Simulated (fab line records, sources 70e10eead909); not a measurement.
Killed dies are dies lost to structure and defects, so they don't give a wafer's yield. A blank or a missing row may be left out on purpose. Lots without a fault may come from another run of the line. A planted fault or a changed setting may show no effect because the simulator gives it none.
Which tool did it? | flow nand_harc | 24 lots, 72 wafers sampled, at 6 steps of a route of 1159

WHAT THE GAUGES READ, wafer by wafer
The record holds no reading of a measuring or inspecting step that can be judged against a usual standard deviation.

WHICH TOOL RAN EACH LOT (tool, then ch and the chambers of the sampled wafers, then the start)
lot  | NHARC_A_CONTACT_ETCH_124             | NHARC_A_CONTACT_ETCH_126             | NHARC_A_CONTACT_ETCH_132             | NHARC_A_CONTACT_ETCH_97                       | NHARC_A_CONTACT_DEP_85          | NHARC_A_CONTACT_DESCUM_13
L074 | har_cap_etch-01 ch 0,1, day 16 11:01 | har_cap_etch-01 ch 0,1, day 16 11:22 | har_cap_etch-01 ch 0,1, day 16 12:13 | rie_diel-03 ch 1,2,3, day 16 16:54 or earlier | pecvd-01 ch 0,1,2, day 16 16:54 | rie_diel-03 ch 0,1,3, day 16 17:43
L075 | har_cap_etch-02 ch 0,1, day 16 15:04 | har_cap_etch-02 ch 0,1, day 16 15:24 | har_cap_etch-02 ch 0,1, day 16 16:15 | rie_diel-03 ch 0,1,2, day 16 22:17 or earlier | pecvd-02 ch 0,2, day 16 22:17   | rie_diel-10 ch 1,2,3, day 16 23:12
L077 | har_cap_etch-03 ch 0,1, day 17 04:02 | har_cap_etch-03 ch 0,1, day 17 04:21 | har_cap_etch-03 ch 0,1, day 17 05:13 | rie_diel-10 ch 0,1,3, day 17 08:20 or earlier | pecvd-01 ch 1,2, day 17 08:20   | rie_diel-10 ch 0,1, day 17 09:13
L076 | har_cap_etch-01 ch 0,1, day 17 07:38 | har_cap_etch-01 ch 0,1, day 17 07:58 | har_cap_etch-01 ch 0,1, day 17 08:49 | rie_diel-11 ch 1,2,3, day 17 12:06 or earlier | pecvd-01 ch 0,1, day 17 12:06   | rie_diel-10 ch 1,2,3, day 17 12:54
L079 | har_cap_etch-02 ch 0, day 17 19:50   | har_cap_etch-02 ch 0, day 17 20:10   | har_cap_etch-02 ch 0, day 17 21:01   | rie_diel-10 ch 0,1, day 18 00:16 or earlier   | pecvd-01 ch 0,1, day 18 00:16   | rie_diel-03 ch 2,3, day 18 01:01
L078 | har_cap_etch-01 ch 0,1, day 18 00:29 | har_cap_etch-01 ch 0,1, day 18 00:52 | har_cap_etch-01 ch 0,1, day 18 01:43 | rie_diel-03 ch 0,3, day 18 07:05 or earlier   | pecvd-01 ch 1,2, day 18 07:05   | rie_diel-03 ch 1,3, day 18 07:52
L080 | har_cap_etch-03 ch 0,1, day 18 13:56 | har_cap_etch-03 ch 0,1, day 18 14:16 | har_cap_etch-03 ch 0,1, day 18 15:07 | rie_diel-10 ch 1,2,3, day 18 18:19 or earlier | pecvd-02 ch 1,2, day 18 18:19   | rie_diel-03 ch 1,2,3, day 18 19:14
L081 | har_cap_etch-01 ch 0,1, day 18 17:04 | har_cap_etch-01 ch 0,1, day 18 17:30 | har_cap_etch-01 ch 0,1, day 18 18:38 | rie_diel-10 ch 1,2,3, day 19 00:19 or earlier | pecvd-03 ch 0,1, day 19 00:19   | rie_diel-11 ch 1,3, day 19 01:16
L084 | har_cap_etch-03 ch 1, day 19 03:44   | har_cap_etch-03 ch 1, day 19 04:11   | har_cap_etch-03 ch 1, day 19 05:19   | rie_diel-10 ch 1,2, day 19 08:37 or earlier   | pecvd-02 ch 0,1,2, day 19 08:37 | rie_diel-11 ch 1,3, day 19 09:34
L083 | har_cap_etch-02 ch 0,1, day 19 08:13 | har_cap_etch-02 ch 0,1, day 19 08:40 | har_cap_etch-02 ch 0,1, day 19 09:45 | rie_diel-03 ch 2,3, day 19 15:56 or earlier   | pecvd-01 ch 0,2, day 19 15:56   | rie_diel-10 ch 0,1,3, day 19 16:44
L082 | har_cap_etch-02 ch 0,1, day 19 12:33 | har_cap_etch-02 ch 0,1, day 19 12:53 | har_cap_etch-02 ch 0,1, day 19 13:44 | rie_diel-10 ch 0,2, day 19 18:08 or earlier   | pecvd-01 ch 1,2, day 19 18:08   | rie_diel-10 ch 0,1,2, day 19 19:00
L086 | har_cap_etch-02 ch 0,1, day 19 19:40 | har_cap_etch-02 ch 0,1, day 19 20:00 | har_cap_etch-02 ch 0,1, day 19 20:51 | rie_diel-03 ch 0,1,2, day 20 00:22 or earlier | pecvd-02 ch 0,1,2, day 20 00:22 | rie_diel-10 ch 0,1,3, day 20 01:10
L085 | har_cap_etch-01 ch 0,1, day 19 20:37 | har_cap_etch-01 ch 0,1, day 19 21:05 | har_cap_etch-01 ch 0,1, day 19 22:13 | rie_diel-03 ch 0,1,2, day 20 04:01 or earlier | pecvd-03 ch 0,1,2, day 20 04:01 | rie_diel-10 ch 1,2,3, day 20 04:56
L088 | har_cap_etch-02 ch 0,1, day 19 23:40 | har_cap_etch-02 ch 0,1, day 20 00:01 | har_cap_etch-02 ch 0,1, day 20 00:52 | rie_diel-10 ch 1,3, day 20 04:26 or earlier   | pecvd-02 ch 0,1,2, day 20 04:26 | rie_diel-03 ch 0,3, day 20 05:22
L087 | har_cap_etch-03 ch 0,1, day 20 07:00 | har_cap_etch-03 ch 0,1, day 20 07:19 | har_cap_etch-03 ch 0,1, day 20 08:10 | rie_diel-10 ch 2,3, day 20 11:23 or earlier   | pecvd-01 ch 0,1,2, day 20 11:23 | rie_diel-11 ch 1,2,3, day 20 12:13
L089 | har_cap_etch-01 ch 1, day 20 08:11   | har_cap_etch-01 ch 1, day 20 08:32   | har_cap_etch-01 ch 1, day 20 09:23   | rie_diel-10 ch 0,2,3, day 20 12:50 or earlier | pecvd-02 ch 0,2, day 20 12:50   | rie_diel-10 ch 0,1, day 20 13:46
L092 | har_cap_etch-02 ch 0,1, day 20 10:22 | har_cap_etch-02 ch 0,1, day 20 10:42 | har_cap_etch-02 ch 0,1, day 20 11:33 | rie_diel-03 ch 1,2,3, day 20 14:41 or earlier | pecvd-02 ch 0,1,2, day 20 14:41 | rie_diel-10 ch 0,2,3, day 20 15:37
L090 | har_cap_etch-01 ch 0,1, day 20 12:25 | har_cap_etch-01 ch 0,1, day 20 12:45 | har_cap_etch-01 ch 0,1, day 20 13:36 | rie_diel-10 ch 0,2,3, day 20 17:28 or earlier | pecvd-01 ch 0,1,2, day 20 17:28 | rie_diel-10 ch 0,2,3, day 20 18:23
L091 | har_cap_etch-02 ch 0,1, day 20 18:14 | har_cap_etch-02 ch 0,1, day 20 18:41 | har_cap_etch-02 ch 0,1, day 20 19:49 | rie_diel-11 ch 1,2,3, day 20 23:19 or earlier | pecvd-01 ch 1,2, day 20 23:19   | rie_diel-10 ch 1,2, day 21 00:13
L093 | har_cap_etch-02 ch 0,1, day 21 01:44 | har_cap_etch-02 ch 0,1, day 21 02:05 | har_cap_etch-02 ch 0,1, day 21 02:56 | rie_diel-11 ch 1,2,3, day 21 08:53 or earlier | pecvd-01 ch 0,1,2, day 21 08:53 | rie_diel-10 ch 1,2,3, day 21 09:47
L094 | har_cap_etch-03 ch 0,1, day 21 05:01 | har_cap_etch-03 ch 0,1, day 21 05:20 | har_cap_etch-03 ch 0,1, day 21 06:11 | rie_diel-10 ch 0,2,3, day 21 10:10 or earlier | pecvd-01 ch 0,1,2, day 21 10:10 | rie_diel-10 ch 0,1,3, day 21 11:01
L096 | har_cap_etch-03 ch 0,1, day 21 20:00 | har_cap_etch-03 ch 0,1, day 21 20:26 | har_cap_etch-03 ch 0,1, day 21 21:34 | rie_diel-10 ch 1,2, day 22 00:58 or earlier   | pecvd-02 ch 0,1,2, day 22 00:58 | rie_diel-10 ch 0,1, day 22 01:48
L097 | har_cap_etch-01 ch 0,1, day 21 22:43 | har_cap_etch-01 ch 0,1, day 21 23:04 | har_cap_etch-01 ch 0,1, day 21 23:55 | rie_diel-11 ch 1,3, day 22 03:03 or earlier   | pecvd-03 ch 1,2, day 22 03:03   | rie_diel-10 ch 1,2, day 22 03:57
L095 | har_cap_etch-02 ch 0,1, day 22 01:31 | har_cap_etch-02 ch 0,1, day 22 01:52 | har_cap_etch-02 ch 0,1, day 22 02:42 | rie_diel-03 ch 0,2, day 22 08:16 or earlier   | pecvd-03 ch 1,2, day 22 08:16   | rie_diel-03 ch 0,2,3, day 22 09:11
- NHARC_A_CONTACT_ETCH_124: etches the open film in C4F8/O2/Ar, time 140 s, target depth 700 nm.
- NHARC_A_CONTACT_ETCH_126: etches the open film in C4F8/O2/Ar, time 155 s, target depth 956 nm.
- NHARC_A_CONTACT_ETCH_132: etches the open film in C4F8/O2/Ar, time 156 s, target depth 958 nm.
- NHARC_A_CONTACT_ETCH_97: etches the open film in C4F6/O2, target depth 20 nm, time 10 s.
- NHARC_A_CONTACT_DEP_85: deposits SiON, target thk 50 nm.
- NHARC_A_CONTACT_DESCUM_13: chemistry O2, time 3 s.

WHAT THE TOOLS THEMSELVES READ (means of the sampled wafers that have a number; where no wafer has one, the mark that the record gives instead)
NHARC_A_CONTACT_ETCH_97.
lot  | tool        | drypump_motor_current_A (A) | oes_product_au (a.u.) | rf_vpp_V (V) | showerhead_plenum_p_Torr (Torr) | throttle_valve_pct (%)
L074 | rie_diel-03 | 5.4                         | 0.984                 | 545          | 3.88                            | 26.896
L075 | rie_diel-03 | 5.5                         | 0.953                 | 550          | 4.04                            | 26.898
L077 | rie_diel-10 | 5.4                         | 0.955                 | 544          | 3.79                            | 26.905
L076 | rie_diel-11 | 5.6                         | 0.956                 | 543          | 3.69                            | 26.905
L079 | rie_diel-10 | 5.4                         | 0.962                 | 543          | 3.72                            | 26.904
L078 | rie_diel-03 | 5.6                         | 0.958                 | 552          | 4.20                            | 26.908
L080 | rie_diel-10 | 5.5                         | 0.965                 | 547          | 3.87                            | 26.897
L081 | rie_diel-10 | 5.5                         | 0.949                 | 546          | 3.87                            | 26.907
L084 | rie_diel-10 | 5.8                         | 0.932                 | 548          | 3.96                            | 26.892
L083 | rie_diel-03 | 5.6                         | 1.011                 | 552          | 4.20                            | 26.904
L082 | rie_diel-10 | 5.8                         | 1.003                 | 547          | 3.95                            | 26.912
L086 | rie_diel-03 | 5.5                         | 0.960                 | 548          | 4.03                            | 26.909
L085 | rie_diel-03 | 5.5                         | 0.969                 | 548          | 4.03                            | 26.904
L088 | rie_diel-10 | 5.3                         | 1.018                 | 542          | 3.71                            | 26.892
L087 | rie_diel-10 | 5.5                         | 0.941                 | 548          | 3.92                            | 26.905
L089 | rie_diel-10 | 5.7                         | 0.973                 | 547          | 3.93                            | 26.901
L092 | rie_diel-03 | 5.4                         | 1.012                 | 549          | 4.05                            | 26.908
L090 | rie_diel-10 | 5.6                         | 0.964                 | 547          | 3.93                            | 26.913
L091 | rie_diel-11 | 5.6                         | 0.938                 | 542          | 3.67                            | 26.905
L093 | rie_diel-11 | 5.6                         | 0.982                 | 541          | 3.67                            | 26.896
L094 | rie_diel-10 | 5.7                         | 0.942                 | 547          | 3.93                            | 26.897
L096 | rie_diel-10 | 5.5                         | 0.963                 | 544          | 3.80                            | 26.909
L097 | rie_diel-11 | 5.4                         | 0.929                 | 541          | 3.66                            | 26.909
L095 | rie_diel-03 | 5.6                         | 1.012                 | 551          | 4.13                            | 26.913

NHARC_A_CONTACT_DEP_85.
lot  | tool     | chamber_pressure_Torr (Torr) | heater_power_w (W)
L074 | pecvd-01 | 3.503                        | 753
L075 | pecvd-02 | 3.498                        | 609
L077 | pecvd-01 | 3.502                        | 814
L076 | pecvd-01 | 3.501                        | 724
L079 | pecvd-01 | 3.505                        | 773
L078 | pecvd-01 | 3.494                        | 832
L080 | pecvd-02 | 3.503                        | 744
L081 | pecvd-03 | 3.493                        | 728
L084 | pecvd-02 | 3.501                        | 682
L083 | pecvd-01 | 3.504                        | 709
L082 | pecvd-01 | 3.506                        | 727
L086 | pecvd-02 | 3.500                        | 676
L085 | pecvd-03 | 3.500                        | 689
L088 | pecvd-02 | 3.501                        | 734
L087 | pecvd-01 | 3.499                        | 746
L089 | pecvd-02 | 3.504                        | 653
L092 | pecvd-02 | 3.497                        | 719
L090 | pecvd-01 | 3.504                        | 746
L091 | pecvd-01 | 3.496                        | 724
L093 | pecvd-01 | 3.500                        | 750
L094 | pecvd-01 | 3.502                        | 737
L096 | pecvd-02 | 3.502                        | 731
L097 | pecvd-03 | 3.505                        | 725
L095 | pecvd-03 | 3.504                        | 699

NHARC_A_CONTACT_DESCUM_13.
lot  | tool        | drypump_motor_current_A (A) | oes_product_au (a.u.) | rf_vpp_V (V) | showerhead_plenum_p_Torr (Torr) | throttle_valve_pct (%)
L074 | rie_diel-03 | 5.5                         | 1.006                 | 57.9         | 1.89                            | 11.308
L075 | rie_diel-10 | 5.5                         | 1.008                 | 57.4         | 1.89                            | 11.304
L077 | rie_diel-10 | 5.4                         | 1.019                 | 57.1         | 1.81                            | 11.314
L076 | rie_diel-10 | 5.5                         | 1.014                 | 57.5         | 1.88                            | 11.311
L079 | rie_diel-03 | 5.5                         | 1.015                 | 58.7         | 2.07                            | 11.313
L078 | rie_diel-03 | 5.4                         | 1.022                 | 58.5         | 2.00                            | 11.305
L080 | rie_diel-03 | 5.4                         | 1.012                 | 57.7         | 1.99                            | 11.312
L081 | rie_diel-11 | 5.4                         | 0.986                 | 57.4         | 1.78                            | 11.313
L084 | rie_diel-11 | 5.4                         | 0.989                 | 56.8         | 1.79                            | 11.312
L083 | rie_diel-10 | 5.4                         | 1.017                 | 57.6         | 1.84                            | 11.319
L082 | rie_diel-10 | 5.7                         | 1.001                 | 57.7         | 1.89                            | 11.315
L086 | rie_diel-10 | 5.4                         | 1.024                 | 57.2         | 1.84                            | 11.317
L085 | rie_diel-10 | 5.5                         | 1.006                 | 57.9         | 1.88                            | 11.319
L088 | rie_diel-03 | 5.6                         | 1.017                 | 59.1         | 2.05                            | 11.304
L087 | rie_diel-11 | 5.6                         | 0.991                 | 56.8         | 1.78                            | 11.310
L089 | rie_diel-10 | 5.6                         | 1.015                 | 57.5         | 1.84                            | 11.319
L092 | rie_diel-10 | 5.7                         | 0.993                 | 57.5         | 1.92                            | 11.312
L090 | rie_diel-10 | 5.6                         | 0.997                 | 57.5         | 1.92                            | 11.315
L091 | rie_diel-10 | 5.6                         | 1.011                 | 57.5         | 1.85                            | 11.313
L093 | rie_diel-10 | 5.5                         | 1.005                 | 59.0         | 1.88                            | 11.312
L094 | rie_diel-10 | 5.4                         | 1.015                 | 57.1         | 1.83                            | 11.312
L096 | rie_diel-10 | 5.4                         | 1.011                 | 58.0         | 1.80                            | 11.312
L097 | rie_diel-10 | 5.5                         | 1.011                 | 57.3         | 1.84                            | 11.301
L095 | rie_diel-03 | 5.6                         | 1.013                 | 58.3         | 2.04                            | 11.309

THE ANSWER, worked out from the rows above alone
Rule: what is usual is taken from the lots themselves. Put in order of their means at a reading, lots are off if they are a third of the lots or fewer, leave a main group of 4 or more, and stand apart from it by a gap of 3 or more times the standard deviation of the main group's means; of several such gaps the widest counts. A main group whose means are all the same, to the digits that the tables above print for the reading, isn't used. A lot without any number at a reading at which 4 lots or more have one is off too. The other lots that the step has rows for count as sound. The gauges are gone through in route order, then the tools' own readings, and for those a lot's mean is taken as printed above. The first step at which some lot is off is used, and at that step the reading that is off furthest; a lot without a number counts as furthest.
No lot is off at any reading shown: from this, nothing can be told.

WHAT THE SIMULATOR HAD PUT IN
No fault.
